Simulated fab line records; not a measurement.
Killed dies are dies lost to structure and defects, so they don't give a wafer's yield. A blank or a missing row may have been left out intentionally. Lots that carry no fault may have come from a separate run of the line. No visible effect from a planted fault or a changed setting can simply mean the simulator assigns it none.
Which tool is to blame? :: flow n5Finfet :: 24 lots, 72 wafers sampled, at 5 steps of a route of 1938

## WHAT THE GAUGES SHOWED, per wafer
N5_MOL_CONTACT_COAG_CD_MEAS_84: the cd target is 25.1 nm.
lot: L074
measured: day 5 02:02
on: cdSem-01
cdNm (nm): 25.33 25.24 25.17

lot: L075
measured: day 5 11:42
on: cdSem-01
cdNm (nm): 25.32 24.97 25.05

lot: L076
measured: day 5 14:09
on: cdSem-02
cdNm (nm): 25.13 24.91 24.77

lot: L078
measured: day 6 01:52
on: cdSem-03
cdNm (nm): 25.04 24.90 24.72

lot: L077
measured: day 6 02:39
on: cdSem-03
cdNm (nm): 24.51 24.84 25.00

lot: L079
measured: day 6 06:29
on: cdSem-03
cdNm (nm): 25.08 24.82 25.09

lot: L080
measured: day 6 16:17
on: cdSem-02
cdNm (nm): 25.37 25.01 24.93

lot: L081
measured: day 6 20:20
on: cdSem-02
cdNm (nm): 25.42 24.82 25.09

lot: L082
measured: day 7 08:26
on: cdSem-01
cdNm (nm): 24.98 25.12 25.12

lot: L083
measured: day 7 08:44
on: cdSem-01
cdNm (nm): 25.19 25.15 25.13

lot: L084
measured: day 7 11:45
on: cdSem-02
cdNm (nm): 24.68 25.13 24.98

lot: L085
measured: day 7 20:49
on: cdSem-01
cdNm (nm): 25.04 25.02 25.22

lot: L086
measured: day 8 06:28
on: cdSem-03
cdNm (nm): 25.82 25.62 25.16

lot: L087
measured: day 8 06:08
on: cdSem-03
cdNm (nm): 25.45 25.33 25.24

lot: L088
measured: day 8 22:13
on: cdSem-02
cdNm (nm): 25.08 25.30 24.98

lot: L089
measured: day 8 22:32
on: cdSem-01
cdNm (nm): 24.81 24.91 25.21

lot: L090
measured: day 9 06:05
on: cdSem-01
cdNm (nm): 24.95 25.16 25.27

lot: L091
measured: day 9 09:04
on: cdSem-03
cdNm (nm): 25.16 24.84 25.38

lot: L092
measured: day 9 14:43
on: cdSem-03
cdNm (nm): 25.09 24.87 25.29

lot: L093
measured: day 9 22:29
on: cdSem-03
cdNm (nm): 24.99 24.85 25.14

lot: L094
measured: day 9 22:50
on: cdSem-02
cdNm (nm): 25.12 25.31 25.08

lot: L095
measured: day 10 04:47
on: cdSem-01
cdNm (nm): 25.08 24.97 24.42

lot: L096
measured: day 10 13:15
on: cdSem-03
cdNm (nm): 25.14 25.18 24.93

lot: L097
measured: day 11 01:43
on: cdSem-03
cdNm (nm): 25.11 25.15 25.44

## TOOL THAT RAN EACH LOT (tool first, then ch and the chambers of the sampled wafers, then the start)
lot: L074
N5_GATE_CUT_CMP_43: cmp-01 ch 1,2,3, day 4 14:15
N5_MOL_CONTACT_COAG_STRIP_98: rieDiel-06 ch 0,1,3, day 4 15:28
N5_MOL_CONTACT_COAG_SPUTTER_130: pvdSputter-02, day 4 22:04
N5_MOL_CONTACT_COAG_ALD_27: aldSin-02 ch 2,3, day 4 23:04

lot: L075
N5_GATE_CUT_CMP_43: cmp-01 ch 0,1,3, day 4 22:43
N5_MOL_CONTACT_COAG_STRIP_98: rieDiel-05 ch 1,3, day 5 00:13
N5_MOL_CONTACT_COAG_SPUTTER_130: pvdSputter-01, day 5 07:21
N5_MOL_CONTACT_COAG_ALD_27: aldSin-01 ch 1,3, day 5 08:42

lot: L076
N5_GATE_CUT_CMP_43: cmp-03 ch 1,2, day 5 03:44
N5_MOL_CONTACT_COAG_STRIP_98: rieDiel-02 ch 0,1,3, day 5 05:14
N5_MOL_CONTACT_COAG_SPUTTER_130: pvdSputter-02, day 5 10:16
N5_MOL_CONTACT_COAG_ALD_27: aldSin-04 ch 2,3, day 5 11:17

lot: L078
N5_GATE_CUT_CMP_43: cmp-03 ch 1,2,3, day 5 14:37
N5_MOL_CONTACT_COAG_STRIP_98: rieDiel-05 ch 1,2,3, day 5 16:12
N5_MOL_CONTACT_COAG_SPUTTER_130: pvdSputter-01, day 5 21:34
N5_MOL_CONTACT_COAG_ALD_27: aldSin-01 ch 0,1,2, day 5 22:38

lot: L077
N5_GATE_CUT_CMP_43: cmp-02 ch 2,3, day 5 14:49
N5_MOL_CONTACT_COAG_STRIP_98: rieDiel-02 ch 0,1,3, day 5 16:22
N5_MOL_CONTACT_COAG_SPUTTER_130: pvdSputter-01, day 5 22:04
N5_MOL_CONTACT_COAG_ALD_27: aldSin-04 ch 0,2,3, day 5 23:47

lot: L079
N5_GATE_CUT_CMP_43: cmp-01 ch 2,3, day 5 21:08
N5_MOL_CONTACT_COAG_STRIP_98: rieDiel-02 ch 0,2, day 5 22:36
N5_MOL_CONTACT_COAG_SPUTTER_130: pvdSputter-01, day 6 02:45
N5_MOL_CONTACT_COAG_ALD_27: aldSin-02 ch 1,2, day 6 03:45

lot: L080
N5_GATE_CUT_CMP_43: cmp-01 ch 0,1,3, day 6 03:34
N5_MOL_CONTACT_COAG_STRIP_98: rieDiel-05 ch 2,3, day 6 05:03
N5_MOL_CONTACT_COAG_SPUTTER_130: pvdSputter-03, day 6 12:13
N5_MOL_CONTACT_COAG_ALD_27: aldSin-04 ch 0,3, day 6 13:15

lot: L081
N5_GATE_CUT_CMP_43: cmp-03 ch 0,1, day 6 10:11
N5_MOL_CONTACT_COAG_STRIP_98: rieDiel-06 ch 1,3, day 6 11:46
N5_MOL_CONTACT_COAG_SPUTTER_130: pvdSputter-01, day 6 16:17
N5_MOL_CONTACT_COAG_ALD_27: aldSin-02 ch 0,1,3, day 6 17:17

lot: L082
N5_GATE_CUT_CMP_43: cmp-02 ch 0,1, day 6 17:37
N5_MOL_CONTACT_COAG_STRIP_98: rieDiel-02 ch 1,2,3, day 6 19:30
N5_MOL_CONTACT_COAG_SPUTTER_130: pvdSputter-02, day 7 04:16
N5_MOL_CONTACT_COAG_ALD_27: aldSin-02 ch 0,1,2, day 7 05:16

lot: L083
N5_GATE_CUT_CMP_43: cmp-01 ch 0,1,3, day 6 20:46
N5_MOL_CONTACT_COAG_STRIP_98: rieDiel-02 ch 1,2,3, day 6 22:14
N5_MOL_CONTACT_COAG_SPUTTER_130: pvdSputter-03, day 7 04:40
N5_MOL_CONTACT_COAG_ALD_27: aldSin-04 ch 0,1,2, day 7 05:52

lot: L084
N5_GATE_CUT_CMP_43: cmp-02 ch 1,2,3, day 7 01:10
N5_MOL_CONTACT_COAG_STRIP_98: rieDiel-06 ch 2,3, day 7 02:23
N5_MOL_CONTACT_COAG_SPUTTER_130: pvdSputter-03, day 7 07:53
N5_MOL_CONTACT_COAG_ALD_27: aldSin-01 ch 0,1, day 7 08:53

lot: L085
N5_GATE_CUT_CMP_43: cmp-03 ch 1,2,3, day 7 09:48
N5_MOL_CONTACT_COAG_STRIP_98: rieDiel-02 ch 2,3, day 7 11:24
N5_MOL_CONTACT_COAG_SPUTTER_130: pvdSputter-02, day 7 16:47
N5_MOL_CONTACT_COAG_ALD_27: aldSin-04 ch 0,2,3, day 7 17:47

lot: L086
N5_GATE_CUT_CMP_43: cmp-03 ch 1,2, day 7 17:02
N5_MOL_CONTACT_COAG_STRIP_98: rieDiel-02 ch 0,2,3, day 7 19:40
N5_MOL_CONTACT_COAG_SPUTTER_130: pvdSputter-02, day 8 02:04
N5_MOL_CONTACT_COAG_ALD_27: aldSin-02 ch 0,1, day 8 03:43

lot: L087
N5_GATE_CUT_CMP_43: cmp-03 ch 0,3, day 7 20:55
N5_MOL_CONTACT_COAG_STRIP_98: rieDiel-05 ch 0,1, day 7 22:22
N5_MOL_CONTACT_COAG_SPUTTER_130: pvdSputter-02, day 8 02:20
N5_MOL_CONTACT_COAG_ALD_27: aldSin-04 ch 0,3, day 8 03:23

lot: L088
N5_GATE_CUT_CMP_43: cmp-02 ch 2,3, day 8 04:06
N5_MOL_CONTACT_COAG_STRIP_98: rieDiel-06 ch 0,3, day 8 05:29
N5_MOL_CONTACT_COAG_SPUTTER_130: pvdSputter-02, day 8 14:42
N5_MOL_CONTACT_COAG_ALD_27: aldSin-01 ch 1,3, day 8 16:55

lot: L089
N5_GATE_CUT_CMP_43: cmp-03 ch 0,1,3, day 8 06:17
N5_MOL_CONTACT_COAG_STRIP_98: rieDiel-05 ch 2,3, day 8 07:42
N5_MOL_CONTACT_COAG_SPUTTER_130: pvdSputter-02, day 8 15:10
N5_MOL_CONTACT_COAG_ALD_27: aldSin-01 ch 1,2,3, day 8 18:33

lot: L090
N5_GATE_CUT_CMP_43: cmp-02 ch 0,2,3, day 8 16:22
N5_MOL_CONTACT_COAG_STRIP_98: rieDiel-02 ch 0,1,3, day 8 17:41
N5_MOL_CONTACT_COAG_SPUTTER_130: pvdSputter-03, day 9 01:41
N5_MOL_CONTACT_COAG_ALD_27: aldSin-01 ch 1,2,3, day 9 03:13

lot: L091
N5_GATE_CUT_CMP_43: cmp-01 ch 2,3, day 8 21:44
N5_MOL_CONTACT_COAG_STRIP_98: rieDiel-05 ch 0,1, day 8 23:28
N5_MOL_CONTACT_COAG_SPUTTER_130: pvdSputter-01, day 9 05:19
N5_MOL_CONTACT_COAG_ALD_27: aldSin-02 ch 0,3, day 9 06:19

lot: L092
N5_GATE_CUT_CMP_43: cmp-01 ch 0,1,3, day 9 03:09
N5_MOL_CONTACT_COAG_STRIP_98: rieDiel-02 ch 1,2,3, day 9 04:53
N5_MOL_CONTACT_COAG_SPUTTER_130: pvdSputter-02, day 9 10:58
N5_MOL_CONTACT_COAG_ALD_27: aldSin-04 ch 0,1,3, day 9 11:58

lot: L093
N5_GATE_CUT_CMP_43: cmp-03 ch 0,1,2, day 9 11:49
N5_MOL_CONTACT_COAG_STRIP_98: rieDiel-02 ch 0,3, day 9 13:15
N5_MOL_CONTACT_COAG_SPUTTER_130: pvdSputter-02, day 9 18:34
N5_MOL_CONTACT_COAG_ALD_27: aldSin-01 ch 0,3, day 9 19:36

lot: L094
N5_GATE_CUT_CMP_43: cmp-02 ch 0,2, day 9 12:04
N5_MOL_CONTACT_COAG_STRIP_98: rieDiel-02 ch 0,1,2, day 9 13:39
N5_MOL_CONTACT_COAG_SPUTTER_130: pvdSputter-03, day 9 18:58
N5_MOL_CONTACT_COAG_ALD_27: aldSin-04 ch 0,1,2, day 9 20:05

lot: L095
N5_GATE_CUT_CMP_43: cmp-02 ch 0,1,2, day 9 18:29
N5_MOL_CONTACT_COAG_STRIP_98: rieDiel-02 ch 0,1,3, day 9 19:57
N5_MOL_CONTACT_COAG_SPUTTER_130: pvdSputter-03, day 10 00:53
N5_MOL_CONTACT_COAG_ALD_27: aldSin-02 ch 0,3, day 10 01:55

lot: L096
N5_GATE_CUT_CMP_43: cmp-01 ch 0,1,2, day 10 00:21
N5_MOL_CONTACT_COAG_STRIP_98: rieDiel-06 ch 0,1,3, day 10 01:55
N5_MOL_CONTACT_COAG_SPUTTER_130: pvdSputter-01, day 10 08:46
N5_MOL_CONTACT_COAG_ALD_27: aldSin-04 ch 0,2,3, day 10 10:21

lot: L097
N5_GATE_CUT_CMP_43: cmp-01 ch 0,2,3, day 10 12:05
N5_MOL_CONTACT_COAG_STRIP_98: rieDiel-02 ch 0,3, day 10 13:37
N5_MOL_CONTACT_COAG_SPUTTER_130: pvdSputter-02, day 10 21:38
N5_MOL_CONTACT_COAG_ALD_27: aldSin-01 ch 0,1,3, day 10 22:40
- N5_GATE_CUT_CMP_43: polishes SiO2.
- N5_MOL_CONTACT_COAG_STRIP_98: strips in N2/H2.
- N5_MOL_CONTACT_COAG_SPUTTER_130: material Co, target thk 47.5 nm.
- N5_MOL_CONTACT_COAG_ALD_27: deposits SiOC, target thk 17 nm, pulse time 1.5 s, time 2720 s.

## WHAT THE TOOLS THEMSELVES READ (means of the sampled wafers that have a number; where no wafer has one, the mark that the record gives instead)
N5_GATE_CUT_CMP_43.
lot: L074
tool: cmp-01
motorCurrentA (A): 11.5

lot: L075
tool: cmp-01
motorCurrentA (A): 12.7

lot: L076
tool: cmp-03
motorCurrentA (A): 10.7

lot: L078
tool: cmp-03
motorCurrentA (A): 11.9

lot: L077
tool: cmp-02
motorCurrentA (A): 12.2

lot: L079
tool: cmp-01
motorCurrentA (A): 11.2

lot: L080
tool: cmp-01
motorCurrentA (A): 12.8

lot: L081
tool: cmp-03
motorCurrentA (A): 12.8

lot: L082
tool: cmp-02
motorCurrentA (A): 10.7

lot: L083
tool: cmp-01
motorCurrentA (A): 12.8

lot: L084
tool: cmp-02
motorCurrentA (A): 12.1

lot: L085
tool: cmp-03
motorCurrentA (A): 12.1

lot: L086
tool: cmp-03
motorCurrentA (A): 11.4

lot: L087
tool: cmp-03
motorCurrentA (A): 13.3

lot: L088
tool: cmp-02
motorCurrentA (A): 12.1

lot: L089
tool: cmp-03
motorCurrentA (A): 12.3

lot: L090
tool: cmp-02
motorCurrentA (A): 11.7

lot: L091
tool: cmp-01
motorCurrentA (A): 11.2

lot: L092
tool: cmp-01
motorCurrentA (A): 12.6

lot: L093
tool: cmp-03
motorCurrentA (A): 12.4

lot: L094
tool: cmp-02
motorCurrentA (A): 11.2

lot: L095
tool: cmp-02
motorCurrentA (A): 11.2

lot: L096
tool: cmp-01
motorCurrentA (A): 12.6

lot: L097
tool: cmp-01
motorCurrentA (A): 12.5

N5_MOL_CONTACT_COAG_STRIP_98.
lot: L074
tool: rieDiel-06
drypumpMotorCurrentA (A): 5.8
oesProductAu (a.u.): 0.88
rfVppV (V): 54.3
showerheadPlenumPTorr (Torr): 3.41
throttleValvePct (%): 18.9

lot: L075
tool: rieDiel-05
drypumpMotorCurrentA (A): 5.4
oesProductAu (a.u.): 0.82
rfVppV (V): 54.7
showerheadPlenumPTorr (Torr): 3.39
throttleValvePct (%): 19.0

lot: L076
tool: rieDiel-02
drypumpMotorCurrentA (A): 5.5
oesProductAu (a.u.): 0.70
rfVppV (V): 53.8
showerheadPlenumPTorr (Torr): 3.31
throttleValvePct (%): 18.9

lot: L078
tool: rieDiel-05
drypumpMotorCurrentA (A): 5.4
oesProductAu (a.u.): 0.81
rfVppV (V): 55.8
showerheadPlenumPTorr (Torr): 3.38
throttleValvePct (%): 19.0

lot: L077
tool: rieDiel-02
drypumpMotorCurrentA (A): 5.5
oesProductAu (a.u.): 0.70
rfVppV (V): 55.0
showerheadPlenumPTorr (Torr): 3.30
throttleValvePct (%): 18.9

lot: L079
tool: rieDiel-02
drypumpMotorCurrentA (A): 5.4
oesProductAu (a.u.): 0.78
rfVppV (V): 54.0
showerheadPlenumPTorr (Torr): 3.44
throttleValvePct (%): 19.1

lot: L080
tool: rieDiel-05
drypumpMotorCurrentA (A): 5.5
oesProductAu (a.u.): 0.77
rfVppV (V): 52.5
showerheadPlenumPTorr (Torr): 3.38
throttleValvePct (%): 18.9

lot: L081
tool: rieDiel-06
drypumpMotorCurrentA (A): 5.8
oesProductAu (a.u.): 0.84
rfVppV (V): 54.8
showerheadPlenumPTorr (Torr): 3.42
throttleValvePct (%): 18.8

lot: L082
tool: rieDiel-02
drypumpMotorCurrentA (A): 5.7
oesProductAu (a.u.): 0.86
rfVppV (V): 55.6
showerheadPlenumPTorr (Torr): 3.42
throttleValvePct (%): 18.7

lot: L083
tool: rieDiel-02
drypumpMotorCurrentA (A): 5.7
oesProductAu (a.u.): 0.86
rfVppV (V): 54.9
showerheadPlenumPTorr (Torr): 3.42
throttleValvePct (%): 18.7

lot: L084
tool: rieDiel-06
drypumpMotorCurrentA (A): 6.0
oesProductAu (a.u.): 0.73
rfVppV (V): 55.0
showerheadPlenumPTorr (Torr): 3.33
throttleValvePct (%): 18.7

lot: L085
tool: rieDiel-02
drypumpMotorCurrentA (A): 6.0
oesProductAu (a.u.): 0.92
rfVppV (V): 52.1
showerheadPlenumPTorr (Torr): 3.46
throttleValvePct (%): 18.7

lot: L086
tool: rieDiel-02
drypumpMotorCurrentA (A): 5.8
oesProductAu (a.u.): 0.84
rfVppV (V): 53.3
showerheadPlenumPTorr (Torr): 3.46
throttleValvePct (%): 18.8

lot: L087
tool: rieDiel-05
drypumpMotorCurrentA (A): 5.7
oesProductAu (a.u.): 0.74
rfVppV (V): 52.9
showerheadPlenumPTorr (Torr): 3.35
throttleValvePct (%): 19.0

lot: L088
tool: rieDiel-06
drypumpMotorCurrentA (A): 5.8
oesProductAu (a.u.): 0.84
rfVppV (V): 54.4
showerheadPlenumPTorr (Torr): 3.37
throttleValvePct (%): 19.1

lot: L089
tool: rieDiel-05
drypumpMotorCurrentA (A): 5.4
oesProductAu (a.u.): 0.76
rfVppV (V): 55.5
showerheadPlenumPTorr (Torr): 3.37
throttleValvePct (%): 19.0

lot: L090
tool: rieDiel-02
drypumpMotorCurrentA (A): 5.5
oesProductAu (a.u.): 0.77
rfVppV (V): 52.8
showerheadPlenumPTorr (Torr): 3.43
throttleValvePct (%): 18.8

lot: L091
tool: rieDiel-05
drypumpMotorCurrentA (A): 5.9
oesProductAu (a.u.): 0.72
rfVppV (V): 53.5
showerheadPlenumPTorr (Torr): 3.34
throttleValvePct (%): 19.1

lot: L092
tool: rieDiel-02
drypumpMotorCurrentA (A): 5.7
oesProductAu (a.u.): 0.82
rfVppV (V): 53.6
showerheadPlenumPTorr (Torr): 3.41
throttleValvePct (%): 18.7

lot: L093
tool: rieDiel-02
drypumpMotorCurrentA (A): 6.0
oesProductAu (a.u.): 0.85
rfVppV (V): 54.7
showerheadPlenumPTorr (Torr): 3.50
throttleValvePct (%): 18.5

lot: L094
tool: rieDiel-02
drypumpMotorCurrentA (A): 5.3
oesProductAu (a.u.): 0.73
rfVppV (V): 53.2
showerheadPlenumPTorr (Torr): 3.38
throttleValvePct (%): 19.0

lot: L095
tool: rieDiel-02
drypumpMotorCurrentA (A): 5.5
oesProductAu (a.u.): 0.77
rfVppV (V): 53.7
showerheadPlenumPTorr (Torr): 3.42
throttleValvePct (%): 18.8

lot: L096
tool: rieDiel-06
drypumpMotorCurrentA (A): 5.8
oesProductAu (a.u.): 0.81
rfVppV (V): 53.2
showerheadPlenumPTorr (Torr): 3.39
throttleValvePct (%): 18.9

lot: L097
tool: rieDiel-02
drypumpMotorCurrentA (A): 6.0
oesProductAu (a.u.): 0.82
rfVppV (V): 55.0
showerheadPlenumPTorr (Torr): 3.50
throttleValvePct (%): 18.5

N5_MOL_CONTACT_COAG_SPUTTER_130.
lot: L074
tool: pvdSputter-02
susceptorTempC (C): 24.93
throttleValvePct (%): 29.8

lot: L075
tool: pvdSputter-01
susceptorTempC (C): 24.96
throttleValvePct (%): 30.3

lot: L076
tool: pvdSputter-02
susceptorTempC (C): 25.03
throttleValvePct (%): 30.6

lot: L078
tool: pvdSputter-01
susceptorTempC (C): 25.05
throttleValvePct (%): 29.4

lot: L077
tool: pvdSputter-01
susceptorTempC (C): 25.08
throttleValvePct (%): 29.3

lot: L079
tool: pvdSputter-01
susceptorTempC (C): 25.02
throttleValvePct (%): 29.2

lot: L080
tool: pvdSputter-03
susceptorTempC (C): 24.97
throttleValvePct (%): 29.9

lot: L081
tool: pvdSputter-01
susceptorTempC (C): 24.95
throttleValvePct (%): 30.0

lot: L082
tool: pvdSputter-02
susceptorTempC (C): 24.96
throttleValvePct (%): 30.7

lot: L083
tool: pvdSputter-03
susceptorTempC (C): 24.97
throttleValvePct (%): 29.5

lot: L084
tool: pvdSputter-03
susceptorTempC (C): 24.83
throttleValvePct (%): 30.3

lot: L085
tool: pvdSputter-02
susceptorTempC (C): 24.98
throttleValvePct (%): 30.0

lot: L086
tool: pvdSputter-02
susceptorTempC (C): 25.02
throttleValvePct (%): 30.5

lot: L087
tool: pvdSputter-02
susceptorTempC (C): 25.00
throttleValvePct (%): 29.9

lot: L088
tool: pvdSputter-02
susceptorTempC (C): 24.90
throttleValvePct (%): 29.7

lot: L089
tool: pvdSputter-02
susceptorTempC (C): 25.08
throttleValvePct (%): 31.2

lot: L090
tool: pvdSputter-03
susceptorTempC (C): 25.04
throttleValvePct (%): 29.5

lot: L091
tool: pvdSputter-01
susceptorTempC (C): 25.08
throttleValvePct (%): 29.9

lot: L092
tool: pvdSputter-02
susceptorTempC (C): 24.91
throttleValvePct (%): 30.1

lot: L093
tool: pvdSputter-02
susceptorTempC (C): 25.08
throttleValvePct (%): 30.1

lot: L094
tool: pvdSputter-03
susceptorTempC (C): 25.00
throttleValvePct (%): 30.6

lot: L095
tool: pvdSputter-03
susceptorTempC (C): 25.00
throttleValvePct (%): 29.2

lot: L096
tool: pvdSputter-01
susceptorTempC (C): 24.94
throttleValvePct (%): 30.3

lot: L097
tool: pvdSputter-02
susceptorTempC (C): 25.02
throttleValvePct (%): 30.5

N5_MOL_CONTACT_COAG_ALD_27.
lot: L074
tool: aldSin-02
heaterPowerOuterW (W): 617
heaterPowerW (W): 944
precursorPulseHeightRel: 1.016
susceptorTempC (C): 399.96

lot: L075
tool: aldSin-01
heaterPowerOuterW (W): 499
heaterPowerW (W): 815
precursorPulseHeightRel: 1.001
susceptorTempC (C): 399.93

lot: L076
tool: aldSin-04
heaterPowerOuterW (W): 490
heaterPowerW (W): 821
precursorPulseHeightRel: 1.021
susceptorTempC (C): 399.98

lot: L078
tool: aldSin-01
heaterPowerOuterW (W): 521
heaterPowerW (W): 813
precursorPulseHeightRel: 0.999
susceptorTempC (C): 399.87

lot: L077
tool: aldSin-04
heaterPowerOuterW (W): 523
heaterPowerW (W): 844
precursorPulseHeightRel: 0.978
susceptorTempC (C): 400.12

lot: L079
tool: aldSin-02
heaterPowerOuterW (W): 600
heaterPowerW (W): 949
precursorPulseHeightRel: 0.991
susceptorTempC (C): 399.85

lot: L080
tool: aldSin-04
heaterPowerOuterW (W): 555
heaterPowerW (W): 893
precursorPulseHeightRel: 0.992
susceptorTempC (C): 400.04

lot: L081
tool: aldSin-02
heaterPowerOuterW (W): 574
heaterPowerW (W): 879
precursorPulseHeightRel: 0.988
susceptorTempC (C): 399.94

lot: L082
tool: aldSin-02
heaterPowerOuterW (W): 566
heaterPowerW (W): 916
precursorPulseHeightRel: 1.004
susceptorTempC (C): 399.90

lot: L083
tool: aldSin-04
heaterPowerOuterW (W): 527
heaterPowerW (W): 846
precursorPulseHeightRel: 1.006
susceptorTempC (C): 399.95

lot: L084
tool: aldSin-01
heaterPowerOuterW (W): 515
heaterPowerW (W): 797
precursorPulseHeightRel: 0.978
susceptorTempC (C): 400.06

lot: L085
tool: aldSin-04
heaterPowerOuterW (W): 520
heaterPowerW (W): 843
precursorPulseHeightRel: 0.995
susceptorTempC (C): 399.98

lot: L086
tool: aldSin-02
heaterPowerOuterW (W): 531
heaterPowerW (W): 832
precursorPulseHeightRel: 0.991
susceptorTempC (C): 399.97

lot: L087
tool: aldSin-04
heaterPowerOuterW (W): 527
heaterPowerW (W): 855
precursorPulseHeightRel: 1.011
susceptorTempC (C): 399.88

lot: L088
tool: aldSin-01
heaterPowerOuterW (W): 511
heaterPowerW (W): 834
precursorPulseHeightRel: 1.009
susceptorTempC (C): 400.10

lot: L089
tool: aldSin-01
heaterPowerOuterW (W): 510
heaterPowerW (W): 843
precursorPulseHeightRel: 1.003
susceptorTempC (C): 399.99

lot: L090
tool: aldSin-01
heaterPowerOuterW (W): 515
heaterPowerW (W): 837
precursorPulseHeightRel: 1.003
susceptorTempC (C): 400.11

lot: L091
tool: aldSin-02
heaterPowerOuterW (W): 541
heaterPowerW (W): 853
precursorPulseHeightRel: 1.000
susceptorTempC (C): 400.31

lot: L092
tool: aldSin-04
heaterPowerOuterW (W): 513
heaterPowerW (W): 838
precursorPulseHeightRel: 1.012
susceptorTempC (C): 400.12

lot: L093
tool: aldSin-01
heaterPowerOuterW (W): 511
heaterPowerW (W): 856
precursorPulseHeightRel: 0.999
susceptorTempC (C): 399.96

lot: L094
tool: aldSin-04
heaterPowerOuterW (W): 516
heaterPowerW (W): 840
precursorPulseHeightRel: 1.003
susceptorTempC (C): 399.78

lot: L095
tool: aldSin-02
heaterPowerOuterW (W): 607
heaterPowerW (W): 910
precursorPulseHeightRel: 1.007
susceptorTempC (C): 399.67

lot: L096
tool: aldSin-04
heaterPowerOuterW (W): 532
heaterPowerW (W): 860
precursorPulseHeightRel: 1.001
susceptorTempC (C): 399.97

lot: L097
tool: aldSin-01
heaterPowerOuterW (W): 505
heaterPowerW (W): 831
precursorPulseHeightRel: 0.994
susceptorTempC (C): 399.78

## THE ANSWER, worked out from the rows above alone
Rule: the usual values come from the lots themselves. Put in order of their means at a reading, lots are off if they are a third of the lots or fewer, leave a main group of 4 or more, and stand apart from it by a gap of 3 or more times the standard deviation of the main group's means; of several such gaps the widest counts. A main group is skipped when, at the precision printed for the reading in the tables above, its means are all equal. Also off: a lot with no number at a reading for which 4 or more lots have one. Any other lot the step has rows for is counted as sound. First the gauges in route order, then the tools' own readings, where a lot's mean is used as printed above. At the first step where some lot is off, the reading lying furthest off is the one used; lots without a number count as furthest.
No lot is off at any reading shown: from this, nothing can be told.

## WHAT THE SIMULATOR PUT IN
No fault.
